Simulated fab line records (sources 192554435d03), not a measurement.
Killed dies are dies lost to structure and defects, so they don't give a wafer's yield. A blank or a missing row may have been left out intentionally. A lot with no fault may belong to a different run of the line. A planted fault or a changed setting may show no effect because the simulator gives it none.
What tool caused it? + flow n5 finfet + 12 lots with 36 wafers sampled at 4 steps, on a route of 1938 steps

== WHAT EACH GAUGE READ, for each wafer ==
N5_ILD0_THK_MEAS_08.
| lot  | measured    | on            | thk nm (nm)       |
|------|-------------|---------------|-------------------|
| L846 | day 3 17:55 | film metro-02 | 138.2 138.6 139.1 |
| L848 | day 4 09:40 | film metro-02 | 139.6 139.9 139.7 |
| L849 | day 4 15:33 | film metro-02 | 138.8 138.2 138.8 |
| L850 | day 4 20:43 | film metro-01 | 139.1 139.2 140.9 |
| L853 | day 5 14:44 | film metro-02 | 139.1 136.6 139.3 |
| L854 | day 5 21:17 | film metro-02 | 137.8 139.9 140.2 |
| L855 | day 6 01:18 | film metro-02 | 138.7 139.7 139.1 |
| L856 | day 6 16:49 | film metro-01 | 139.4 139.3 139.2 |
| L858 | day 6 22:46 | film metro-01 | 139.7 139.3 139.8 |
| L865 | day 8 13:38 | film metro-01 | 139.3 137.9 139.0 |
| L866 | day 8 23:13 | film metro-02 | 138.3 137.7 137.4 |
| L867 | day 9 01:46 | film metro-02 | 138.6 138.8 138.3 |

== WHAT TOOL EACH LOT RAN ON (gives the tool, then ch and the chambers of the sampled wafers, and finally the start) ==
| lot  | N5_SD_EPI_P_DESCUM_14             | N5_SD_ACTIVATION_LSA_01           | N5_ILD0_LINER_00                 |
|------|-----------------------------------|-----------------------------------|----------------------------------|
| L846 | rie diel-02 ch 0,2,3, day 3 09:35 | laser anneal-01 ch 0, day 3 14:22 | ald sin-03 ch 1,2,3, day 3 14:56 |
| L848 | rie diel-01 ch 0,1,3, day 4 00:01 | laser anneal-01 ch 0, day 4 06:04 | ald sin-03 ch 1,3, day 4 06:40   |
| L849 | rie diel-01 ch 0,1,3, day 4 07:02 | laser anneal-02 ch 0, day 4 12:02 | ald sin-02 ch 0,2,3, day 4 12:34 |
| L850 | rie diel-01 ch 0,1,3, day 4 12:13 | laser anneal-01 ch 0, day 4 17:03 | ald sin-03 ch 1,2, day 4 17:43   |
| L853 | rie diel-02 ch 1,2, day 5 06:56   | laser anneal-02 ch 0, day 5 11:10 | ald sin-03 ch 0,1,3, day 5 11:44 |
| L854 | rie diel-01 ch 0,2, day 5 12:55   | laser anneal-01 ch 0, day 5 17:47 | ald sin-02 ch 0,1, day 5 18:19   |
| L855 | rie diel-06 ch 0,1,3, day 5 17:44 | laser anneal-02 ch 0, day 5 21:43 | ald sin-03 ch 0,1,2, day 5 22:19 |
| L856 | rie diel-02 ch 0,1,3, day 6 05:50 | laser anneal-01 ch 0, day 6 13:15 | ald sin-03 ch 1,3, day 6 13:49   |
| L858 | rie diel-01 ch 1,2,3, day 6 14:55 | laser anneal-01 ch 0, day 6 18:52 | ald sin-03 ch 0,1, day 6 19:45   |
| L865 | rie diel-02 ch 0,1, day 8 05:25   | laser anneal-01 ch 0, day 8 09:25 | ald sin-01 ch 0,1,2, day 8 10:39 |
| L866 | rie diel-02 ch 0,2,3, day 8 14:52 | laser anneal-02 ch 0, day 8 19:44 | ald sin-01 ch 0,1, day 8 20:14   |
| L867 | rie diel-06 ch 0,1,3, day 8 15:52 | laser anneal-01 ch 0, day 8 21:52 | ald sin-01 ch 1,2, day 8 22:25   |
- N5_SD_EPI_P_DESCUM_14: chemistry O2, time 7.9 s.
- N5_SD_ACTIVATION_LSA_01: time 0.0008 s.
- N5_ILD0_LINER_00: material SiNx, target thk 4 nm, pulse time 1 s, purge time 2 s.

== AS READ BY THE TOOLS THEMSELVES (means over the sampled wafers that have a number; for cases with no such wafer, the mark the record gives instead) ==
N5_SD_EPI_P_DESCUM_14.
| lot  | tool        | drypump motor current A (A) | oes product au (a.u.) | rf vpp V (V) | showerhead plenum p Torr (Torr) | throttle valve pct (%) |
|------|-------------|-----------------------------|-----------------------|--------------|---------------------------------|------------------------|
| L846 | rie diel-02 | 5.42                        | 0.79                  | 243.7        | 2.11                            | 20.30                  |
| L848 | rie diel-01 | 5.35                        | 0.80                  | 243.6        | 2.11                            | 20.51                  |
| L849 | rie diel-01 | 5.35                        | 0.80                  | 243.9        | 2.11                            | 20.50                  |
| L850 | rie diel-01 | 5.34                        | 0.80                  | 244.1        | 2.11                            | 20.52                  |
| L853 | rie diel-02 | 5.77                        | 0.87                  | 243.4        | 2.10                            | 20.11                  |
| L854 | rie diel-01 | 5.54                        | 0.74                  | 242.5        | 2.07                            | 20.66                  |
| L855 | rie diel-06 | 5.66                        | 0.77                  | 243.7        | 2.12                            | 20.38                  |
| L856 | rie diel-02 | 5.35                        | 0.77                  | 243.2        | 2.07                            | 20.49                  |
| L858 | rie diel-01 | 5.46                        | 0.76                  | 244.3        | 2.15                            | 20.63                  |
| L865 | rie diel-02 | 5.30                        | 0.73                  | 243.6        | 2.12                            | 20.56                  |
| L866 | rie diel-02 | 5.44                        | 0.75                  | 243.6        | 2.09                            | 20.36                  |
| L867 | rie diel-06 | 5.66                        | 0.75                  | 244.5        | 2.11                            | 20.42                  |

N5_SD_ACTIVATION_LSA_01.
| lot  | tool            | wafer_temp_C_max |
|------|-----------------|------------------|
| L846 | laser anneal-01 | 1083.7           |
| L848 | laser anneal-01 | 1083.6           |
| L849 | laser anneal-02 | 1086.6           |
| L850 | laser anneal-01 | 1082.2           |
| L853 | laser anneal-02 | 1084.8           |
| L854 | laser anneal-01 | 1082.7           |
| L855 | laser anneal-02 | 1084.8           |
| L856 | laser anneal-01 | 1083.5           |
| L858 | laser anneal-01 | 1083.3           |
| L865 | laser anneal-01 | 1071.0           |
| L866 | laser anneal-02 | 1085.4           |
| L867 | laser anneal-01 | 1071.2           |

N5_ILD0_LINER_00.
| lot  | tool       | heater power w (W) | precursor pulse height rel |
|------|------------|--------------------|----------------------------|
| L846 | ald sin-03 | 895                | 1.024                      |
| L848 | ald sin-03 | 913                | 0.999                      |
| L849 | ald sin-02 | 777                | 1.002                      |
| L850 | ald sin-03 | 895                | 0.993                      |
| L853 | ald sin-03 | 857                | 1.007                      |
| L854 | ald sin-02 | 872                | 0.994                      |
| L855 | ald sin-03 | 842                | 1.008                      |
| L856 | ald sin-03 | 913                | 0.999                      |
| L858 | ald sin-03 | 809                | 1.005                      |
| L865 | ald sin-01 | 826                | 1.000                      |
| L866 | ald sin-01 | 854                | 0.990                      |
| L867 | ald sin-01 | 848                | 1.003                      |

== THE ANSWER, worked out from the rows above alone ==
Rule: the usual values come from the lots themselves. The widest of any qualifying gaps counts: lots, ordered by their means at a reading, are off when they make up no more than a third of the lots, leave a main group of 4 or more, and stand apart from it by 3 or more times the standard deviation of that group's means. The tables above print the reading to a certain number of digits; a main group whose means all agree to those digits is not used. A lot without any number at a reading at which 4 lots or more have one is off too. Where the step has rows for the other lots, those lots are counted as sound. After the gauges, taken in route order, come the tools' own readings; for these a lot's mean is taken, as printed above. At the first step where some lot is off, the reading lying furthest off is the one used; lots without a number count as furthest.
Off: L865, L867, at N5_SD_ACTIVATION_LSA_01 (wafer_temp_C_max). The main group: mean 1084.1, standard deviation 1.3.
A tool fits if, at that step or a process step before it, it ran every lot that is off, and no sound lot after the first of them. One fits: N5_SD_ACTIVATION_LSA_01 on laser anneal-01. A fault onset in the window from L858 (day 6 18:52, its last sound lot) to L865 (day 8 09:25, its first lot off) fits.
On the lots that are off, the tool's own readings at N5_SD_ACTIVATION_LSA_01 differ by more than 5 times the standard deviation of the sound lots' means, which bears it out; wafer_temp_C_max reads 1071.1 there versus 1084.1 on the sound lots.

== WHAT WAS PUT IN BY THE SIMULATOR ==
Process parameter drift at N5_SD_ACTIVATION_LSA_01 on laser anneal-01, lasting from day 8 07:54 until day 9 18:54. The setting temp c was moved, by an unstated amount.
Lots struck among those shown: L865, L867. The same result came from the rule above.
